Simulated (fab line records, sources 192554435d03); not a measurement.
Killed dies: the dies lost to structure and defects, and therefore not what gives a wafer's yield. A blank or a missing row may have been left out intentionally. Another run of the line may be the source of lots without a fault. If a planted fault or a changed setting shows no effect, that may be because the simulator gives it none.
8D (eight disciplines) problem report, filled in by code | flow n5-finfet | the parts of the form that need people (team, actions taken, sign-off) are left out

## 1. WHAT WENT WRONG
Mean of spin-speed-rpm at N5_BEOL_M7_COAT_60: 1678.8 rpm across 6 wafers in 2 lots; on wafers with no fault it is 1500.1 rpm (standard deviation 0.79). That is +99 or more standard deviations from the usual mean.
The step: time 60 s, resist thk 35 nm.
First observed at day 11 00:30: wafer L507.2, on litho-track-05. The record holds 18 wafers of 6 lots with a number at this step. The rule behind "out" and "out of limits": a value lying over 4 standard deviations away from the usual mean. All remaining wafers that have a number are taken as sound.

## 2. WHAT THIS IS AND IS NOT
question                    | is                     | is not
which readings at this step | spin-speed-rpm         | heater-power-total-W
which lots                  | L507, L509             | L503, L505, L518, L519
which wafers of those lots  | all that have a number | -
read on which tools         | litho-track-05         | litho-track-03, litho-track-04
when                        | from day 11 00:30      | up to then (6 sound wafers); but 6 sound wafers of L518, L519 came after

## 3. THE SUSPECTS, EACH WITH WHAT RULES IT OUT
Counting: any tool at a process step up to the reading is kept as a suspect provided that every lot that is out went through it and no sound lot did after the first of them.
- pvd-sputter-02 at N5_BEOL_M7_HM_DEP_02 (deposits TiN, target thk 20 nm): ruled out as a lasting fault. Following L507 (day 11 00:22), the first lot on it that is out, the sound lots L518, L519 were run on it.
- litho-track-05 at N5_BEOL_M7_COAT_60 (time 60 s, resist thk 35 nm): kept. All lots that are out passed through it, beginning with L507 at day 11 00:30, and no sound lot followed; its final sound lot before that point was L505 at day 10 13:21. Its own spin-speed-rpm readings are out on those wafers.
Left after counting: litho-track-05 at N5_BEOL_M7_COAT_60.

## 4. THE CAUSE (what the simulator had put in)
Process parameter drift: litho-track-05, from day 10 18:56 on, at N5_BEOL_M7_COAT_60. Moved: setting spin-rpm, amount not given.
Only this tool survived the counting.

## 5. THE CHAIN OF EFFECTS, in route order
Rows list readings where the struck wafers' mean (over those with a number) sits beyond 3 standard deviations from the usual. Readings are gone through only where the record gives a usual standard deviation; hours: the median, over the lots, of the time from a lot's start at the first step in this table giving one to that lot's start at this step; sigmas: the change measured in usual standard deviations.
hours | step               | reading        | usual      | on struck wafers | change | sigmas
0     | N5_BEOL_M7_COAT_60 | spin-speed-rpm | 1500.1 rpm | 1678.8           | +178.7 | +99 or more
Its process steps:
- N5_BEOL_M7_COAT_60: time 60 s, resist thk 35 nm.
At these later measuring or inspecting steps, every struck wafer for which the step has a row has a number for every such reading, and none has moved that far: N5_BEOL_M7_CD_MEAS_11, N5_BEOL_M7_OVL_MEAS_12, N5_BEOL_M7_INSPECT_13.

## 6. HOW IT WOULD HAVE BEEN CAUGHT EARLIER
6 hours passed between the start of the fault at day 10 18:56 and the first reading out of limits in this record, taken at day 11 00:30.
